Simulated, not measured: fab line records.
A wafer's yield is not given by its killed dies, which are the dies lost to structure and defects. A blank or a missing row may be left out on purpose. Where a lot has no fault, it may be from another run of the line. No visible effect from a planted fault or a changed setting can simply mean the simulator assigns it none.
Which tool is to blame? -- flow n5 finfet -- 22 lots, 66 wafers sampled, at 6 steps of a route of 1938

== WHAT THE GAUGES SHOWED, per wafer ==
N5_BEOL_M9_OCD_MEAS_38.
lot,measured,on,trench depth nm (nm)
L076,day 10 07:40,ocd-01,153.1 153.0 149.4
L074,day 10 07:50,ocd-02,151.9 149.9 154.8
L075,day 10 13:36,ocd-01,148.9 153.7 154.4
L077,day 11 07:42,ocd-01,149.7 154.6 149.6
L078,day 11 10:37,ocd-01,150.5 147.5 148.6
L079,day 11 10:47,ocd-01,150.9 154.5 149.1
L080,day 11 17:50,ocd-02,151.2 148.6 148.2
L083,day 12 05:53,ocd-02,156.3 157.4 153.4
L085,day 12 09:56,ocd-02,148.7 149.8 147.3
L084,day 12 16:46,ocd-01,148.8 150.2 147.6
L087,day 13 12:22,ocd-01,150.0 153.7 151.0
L089,day 13 23:58,ocd-02,147.1 152.1 150.8
L088,day 14 03:19,ocd-01,155.5 150.8 145.8
L086,day 14 03:29,ocd-01,150.2 154.5 150.6
L090,day 14 12:10,ocd-02,151.2 147.6 151.2
L091,day 15 15:55,ocd-02,149.7 147.0 152.5
L093,day 15 15:29,ocd-01,147.0 146.2 150.2
L092,day 15 20:28,ocd-01,155.0 155.1 151.1
L094,day 15 22:29,ocd-01,153.3 152.9 154.1
L096,day 16 20:18,ocd-02,154.8 154.0 155.1
L095,day 16 20:16,ocd-02,156.8 149.1 151.3
L097,day 16 22:26,ocd-02,155.6 149.9 148.6

N5_BEOL_M10_THK_MEAS_01.
lot,measured,on,M10_ILD_THK (nm)
L076,day 10 11:40,film metro-02,273 270 279
L074,day 10 13:13,film metro-02,264 267 271
L075,day 10 23:37,film metro-01,268 269 274
L077,day 11 12:32,film metro-02,267 269 266
L078,day 11 13:20,film metro-02,267 269 269
L079,day 11 13:36,film metro-02,274 275 271
L080,day 11 21:00,film metro-02,258 273 267
L083,day 12 10:07,film metro-01,267 266 269
L085,day 12 19:10,film metro-02,263 273 266
L084,day 12 21:13,film metro-01,267 267 272
L087,day 13 16:14,film metro-02,270 262 268
L089,day 14 03:04,film metro-02,260 261 268
L088,day 14 07:56,film metro-02,270 274 270
L086,day 14 08:49,film metro-02,272 272 271
L090,day 14 15:09,film metro-02,270 271 268
L091,day 15 19:51,film metro-02,266 263 266
L093,day 15 18:47,film metro-02,265 266 267
L092,day 15 23:55,film metro-01,270 266 273
L094,day 16 02:29,film metro-01,263 261 265
L096,day 16 23:49,film metro-02,268 264 270
L095,day 16 23:40,film metro-01,267 260 268
L097,day 17 01:46,film metro-02,272 270 272

== EACH LOT AND THE TOOL THAT RAN IT (in order: tool; ch and the chambers of the sampled wafers; start) ==
lot,N5_BEOL_M9_DESCUM_16,N5_BEOL_M9_ETCH_65,N5_BEOL_M9_TRENCH_ETCH_37,N5_BEOL_M9_STRIP_80
L076,"rie diel-01 ch 0,1,2, day 10 03:47","rie diel-01 ch 0,1,3, day 10 07:15","rie diel-01 ch 0,1,3, day 10 07:40 or earlier","rie diel-01 ch 0,1,3, day 10 07:40 or earlier"
L074,"rie diel-03 ch 1,2,3, day 10 04:52","rie diel-02 ch 0,1,2, day 10 07:25","rie diel-02 ch 0,1,2, day 10 07:50 or earlier","rie diel-02 ch 0,1,2, day 10 07:50 or earlier"
L075,"rie diel-01 ch 1,3, day 10 11:46","rie diel-03 ch 1,3, day 10 13:11","rie diel-03 ch 1,3, day 10 13:36 or earlier","rie diel-03 ch 1,3, day 10 13:36 or earlier"
L077,"rie diel-01 ch 0,1,2, day 11 05:58","rie diel-02 ch 2,3, day 11 07:18","rie diel-02 ch 2,3, day 11 07:42 or earlier","rie diel-02 ch 2,3, day 11 07:42 or earlier"
L078,"rie diel-03 ch 1,2, day 11 08:26","rie diel-03 ch 1,2, day 11 10:13","rie diel-03 ch 1,2, day 11 10:37 or earlier","rie diel-03 ch 1,2, day 11 10:37 or earlier"
L079,"rie diel-03 ch 1,2, day 11 09:01","rie diel-02 ch 1,2,3, day 11 10:22","rie diel-02 ch 1,2,3, day 11 10:47 or earlier","rie diel-02 ch 1,2,3, day 11 10:47 or earlier"
L080,"rie diel-01 ch 0,1,3, day 11 16:20","rie diel-03 ch 0,1, day 11 17:25","rie diel-03 ch 0,1, day 11 17:50 or earlier","rie diel-03 ch 0,1, day 11 17:50 or earlier"
L083,"rie diel-01 ch 0,1,3, day 12 04:23","rie diel-02 ch 0,1,2, day 12 05:29","rie diel-02 ch 0,1,2, day 12 05:53 or earlier","rie diel-02 ch 0,1,2, day 12 05:53 or earlier"
L085,"rie diel-02 ch 2,3, day 12 07:45","rie diel-02 ch 1,3, day 12 09:32","rie diel-02 ch 1,3, day 12 09:56 or earlier","rie diel-02 ch 1,3, day 12 09:56 or earlier"
L084,"rie diel-03 ch 0,2,3, day 12 11:02","rie diel-03 ch 0,1,2, day 12 16:22","rie diel-03 ch 0,1,2, day 12 16:46 or earlier","rie diel-03 ch 0,1,2, day 12 16:46 or earlier"
L087,"rie diel-02 ch 1,2,3, day 13 09:55","rie diel-01 ch 0,1,3, day 13 11:58","rie diel-01 ch 0,1,3, day 13 12:22 or earlier","rie diel-01 ch 0,1,3, day 13 12:22 or earlier"
L089,"rie diel-02 ch 0,1,2, day 13 21:36","rie diel-03 ch 0,1,2, day 13 23:34","rie diel-03 ch 0,1,2, day 13 23:58 or earlier","rie diel-03 ch 0,1,2, day 13 23:58 or earlier"
L088,"rie diel-03 ch 0,1, day 14 01:02","rie diel-03 ch 0,1,3, day 14 02:55","rie diel-03 ch 0,1,3, day 14 03:19 or earlier","rie diel-03 ch 0,1,3, day 14 03:19 or earlier"
L086,"rie diel-03 ch 1,2, day 14 01:34","rie diel-02 ch 0,1, day 14 03:05","rie diel-02 ch 0,1, day 14 03:29 or earlier","rie diel-02 ch 0,1, day 14 03:29 or earlier"
L090,"rie diel-02 ch 0,2,3, day 14 10:39","rie diel-01 ch 0,3, day 14 11:46","rie diel-01 ch 0,3, day 14 12:10 or earlier","rie diel-01 ch 0,3, day 14 12:10 or earlier"
L091,"rie diel-02 ch 2,3, day 15 11:56","rie diel-03 ch 0,2,3, day 15 15:31","rie diel-03 ch 0,2,3, day 15 15:55 or earlier","rie diel-03 ch 0,2,3, day 15 15:55 or earlier"
L093,"rie diel-01 ch 0,1,2, day 15 12:45","rie diel-03 ch 1,2, day 15 15:05","rie diel-03 ch 1,2, day 15 15:29 or earlier","rie diel-03 ch 1,2, day 15 15:29 or earlier"
L092,"rie diel-03 ch 2,3, day 15 18:25","rie diel-01 ch 0,1, day 15 20:03","rie diel-01 ch 0,1, day 15 20:28 or earlier","rie diel-01 ch 0,1, day 15 20:28 or earlier"
L094,"rie diel-02 ch 1,2,3, day 15 20:59","rie diel-02 ch 0,2,3, day 15 22:05","rie diel-02 ch 0,2,3, day 15 22:29 or earlier","rie diel-02 ch 0,2,3, day 15 22:29 or earlier"
L096,"rie diel-03 ch 0,1, day 16 14:37","rie diel-02 ch 0,1,3, day 16 19:54","rie diel-02 ch 0,1,3, day 16 20:18 or earlier","rie diel-02 ch 0,1,3, day 16 20:18 or earlier"
L095,"rie diel-01 ch 0,2,3, day 16 14:41","rie diel-03 ch 0,2,3, day 16 19:52","rie diel-03 ch 0,2,3, day 16 20:16 or earlier","rie diel-03 ch 0,2,3, day 16 20:16 or earlier"
L097,"rie diel-01 ch 1,2,3, day 16 20:42","rie diel-03 ch 0,2,3, day 16 22:02","rie diel-03 ch 0,2,3, day 16 22:26 or earlier","rie diel-03 ch 0,2,3, day 16 22:26 or earlier"
- N5_BEOL_M9_DESCUM_16: chemistry O2, time 7.9 s.
- N5_BEOL_M9_ETCH_65: etches SiARC in CF4, target depth 15.6 nm, time 26 s.
- N5_BEOL_M9_TRENCH_ETCH_37: etches SiCOH lowk in C4F6/O2, target depth 151.43 nm, time 49 s.
- N5_BEOL_M9_STRIP_80: strips in N2/H2, time 10 s.

== WHAT THE TOOLS THEMSELVES READ (means of the sampled wafers that have a number; where no wafer has one, the mark that the record gives instead) ==
N5_BEOL_M9_DESCUM_16.
lot,tool,bias power w (W),drypump motor current A (A),oes product au (a.u.),rf vpp V (V),showerhead plenum p Torr (Torr),throttle valve pct (%)
L076,rie diel-01,20.05,6.0,0.84,244.0,2.15,20.10
L074,rie diel-03,20.02,6.2,0.78,242.4,2.13,20.43
L075,rie diel-01,19.96,5.6,0.89,243.8,2.18,19.99
L077,rie diel-01,19.93,6.0,0.83,243.6,2.14,20.12
L078,rie diel-03,19.92,5.9,0.72,242.7,2.11,20.45
L079,rie diel-03,19.95,5.9,0.72,243.5,2.13,20.65
L080,rie diel-01,20.05,5.9,0.86,243.6,2.12,20.06
L083,rie diel-01,20.00,5.9,0.85,242.9,2.12,20.06
L085,rie diel-02,19.98,6.3,0.83,243.1,2.01,20.46
L084,rie diel-03,19.98,5.8,0.78,243.4,2.10,20.23
L087,rie diel-02,20.03,5.9,0.75,241.1,1.99,20.61
L089,rie diel-02,20.07,5.7,0.82,241.9,2.01,20.50
L088,rie diel-03,19.99,5.3,0.73,243.7,2.10,20.43
L086,rie diel-03,19.95,5.9,0.70,243.9,2.10,20.50
L090,rie diel-02,20.04,6.1,0.91,243.8,2.10,20.29
L091,rie diel-02,19.93,6.3,0.88,242.6,2.10,20.36
L093,rie diel-01,20.00,5.9,0.80,243.5,2.13,20.17
L092,rie diel-03,20.01,6.1,0.74,243.1,2.09,20.31
L094,rie diel-02,20.00,5.9,0.93,244.4,2.16,20.32
L096,rie diel-03,20.01,5.6,0.70,243.8,2.12,20.67
L095,rie diel-01,20.04,5.9,0.80,243.3,2.08,20.20
L097,rie diel-01,19.99,5.6,0.82,244.0,2.12,20.17

N5_BEOL_M9_ETCH_65.
lot,tool,drypump motor current A (A),etch rf on time s (s),oes product au (a.u.),rf vpp V (V),showerhead plenum p Torr (Torr),throttle valve pct (%)
L076,rie diel-01,5.9,25.6,0.75,184.1,2.17,15.23
L074,rie diel-02,5.7,25.9,0.72,183.6,2.08,15.63
L075,rie diel-03,6.4,25.3,0.71,184.2,2.19,15.57
L077,rie diel-02,6.3,26.1,0.65,183.7,2.06,15.71
L078,rie diel-03,5.9,26.0,0.62,184.7,2.16,15.71
L079,rie diel-02,5.9,25.8,0.66,183.0,2.06,15.78
L080,rie diel-03,5.6,26.4,0.62,185.2,2.19,15.87
L083,rie diel-02,5.7,25.6,0.71,182.6,2.08,15.64
L085,rie diel-02,5.9,26.6,0.57,182.8,2.04,15.87
L084,rie diel-03,5.6,25.8,0.62,183.7,2.16,15.71
L087,rie diel-01,5.9,25.6,0.72,184.1,2.17,15.27
L089,rie diel-03,5.6,26.1,0.61,184.2,2.16,15.71
L088,rie diel-03,5.8,25.6,0.65,185.9,2.17,15.65
L086,rie diel-02,5.3,25.8,0.63,182.7,2.05,15.81
L090,rie diel-01,5.8,25.7,0.72,183.2,2.11,15.33
L091,rie diel-03,5.8,25.9,0.65,185.4,2.14,15.49
L093,rie diel-03,5.9,26.0,0.59,184.2,2.18,15.96
L092,rie diel-01,6.0,24.8,0.70,185.6,2.21,15.27
L094,rie diel-02,6.1,25.8,0.74,184.2,2.15,15.48
L096,rie diel-02,5.7,25.3,0.78,184.8,2.22,15.42
L095,rie diel-03,5.8,25.7,0.64,184.1,2.14,15.50
L097,rie diel-03,5.8,25.6,0.64,183.7,2.14,15.49

N5_BEOL_M9_TRENCH_ETCH_37.
lot,tool,drypump motor current A (A),oes_f_703_au (a.u.),oes product au (a.u.),rf vpp V (V),showerhead plenum p Torr (Torr),throttle valve pct (%)
L076,rie diel-01,5.9,0.89,0.87,662,2.88,20.50
L074,rie diel-02,5.7,0.83,0.85,653,2.77,21.07
L075,rie diel-03,6.5,0.85,0.82,654,2.92,20.97
L077,rie diel-02,6.3,0.75,0.76,669,2.74,21.08
L078,rie diel-03,5.9,0.73,0.71,653,2.88,21.01
L079,rie diel-02,5.9,0.76,0.77,659,2.75,21.19
L080,rie diel-03,5.7,0.74,0.73,655,2.90,21.15
L083,rie diel-02,5.7,0.82,0.84,652,2.77,21.09
L085,rie diel-02,5.9,0.67,0.67,664,2.72,21.27
L084,rie diel-03,5.6,0.73,0.72,656,2.87,20.99
L087,rie diel-01,5.9,0.86,0.83,661,2.87,20.52
L089,rie diel-03,5.6,0.73,0.72,656,2.87,21.00
L088,rie diel-03,5.9,0.78,0.76,656,2.89,20.98
L086,rie diel-02,5.3,0.74,0.74,648,2.74,21.27
L090,rie diel-01,5.7,0.85,0.83,671,2.80,20.60
L091,rie diel-03,5.8,0.77,0.75,656,2.85,20.82
L093,rie diel-03,5.9,0.71,0.68,652,2.89,21.23
L092,rie diel-01,6.0,0.83,0.81,650,2.92,20.48
L094,rie diel-02,6.1,0.86,0.87,665,2.87,20.90
L096,rie diel-02,5.7,0.90,0.91,673,2.96,20.91
L095,rie diel-03,5.8,0.76,0.75,658,2.85,20.84
L097,rie diel-03,5.8,0.76,0.75,657,2.85,20.82

N5_BEOL_M9_STRIP_80.
lot,tool,bias power w (W),drypump motor current A (A),oes product au (a.u.),rf vpp V (V),showerhead plenum p Torr (Torr),throttle valve pct (%)
L076,rie diel-01,6.997,5.9,0.88,59.2,2.57,23.2
L074,rie diel-02,6.985,5.7,0.85,59.1,2.45,23.7
L075,rie diel-03,6.994,6.5,0.83,59.4,2.60,23.6
L077,rie diel-02,6.998,6.3,0.76,58.8,2.43,23.9
L078,rie diel-03,7.002,5.9,0.72,59.5,2.57,23.7
L079,rie diel-02,6.987,6.0,0.76,58.9,2.43,23.9
L080,rie diel-03,6.989,5.6,0.73,60.5,2.59,23.9
L083,rie diel-02,7.003,5.7,0.83,58.5,2.45,23.7
L085,rie diel-02,6.994,5.9,0.67,59.3,2.41,24.1
L084,rie diel-03,6.985,5.6,0.73,59.9,2.56,23.7
L087,rie diel-01,6.986,5.9,0.84,58.8,2.56,23.2
L089,rie diel-03,6.997,5.6,0.72,59.3,2.56,23.7
L088,rie diel-03,6.987,5.9,0.76,60.0,2.57,23.7
L086,rie diel-02,7.001,5.3,0.74,58.2,2.42,23.9
L090,rie diel-01,6.973,5.8,0.85,58.8,2.49,23.1
L091,rie diel-03,7.000,5.8,0.75,58.9,2.54,23.4
L093,rie diel-03,7.023,5.9,0.69,58.6,2.58,24.0
L092,rie diel-01,6.991,6.0,0.81,59.5,2.63,23.3
L094,rie diel-02,7.011,6.1,0.87,59.1,2.55,23.6
L096,rie diel-02,6.993,5.7,0.91,59.2,2.63,23.5
L095,rie diel-03,6.996,5.8,0.75,59.2,2.53,23.5
L097,rie diel-03,7.006,5.8,0.75,58.9,2.53,23.5

== THE ANSWER, worked out from the rows above alone ==
Rule: the lots themselves supply what counts as usual. The widest of any qualifying gaps counts: lots, ordered by their means at a reading, are off when they make up no more than a third of the lots, leave a main group of 4 or more, and stand apart from it by 3 or more times the standard deviation of that group's means. A main group whose means are all the same, to the digits that the tables above print for the reading, isn't used. Also off: a lot with no number at a reading for which 4 or more lots have one. The other lots that the step has rows for count as sound. After the gauges, taken in route order, come the tools' own readings; for these a lot's mean is taken, as printed above. The first step at which some lot is off is used, and at that step the reading that is off furthest; a lot without a number counts as furthest.
No lot is off at any reading shown: from this, nothing can be told.

== WHAT THE SIMULATOR HAD INSERTED ==
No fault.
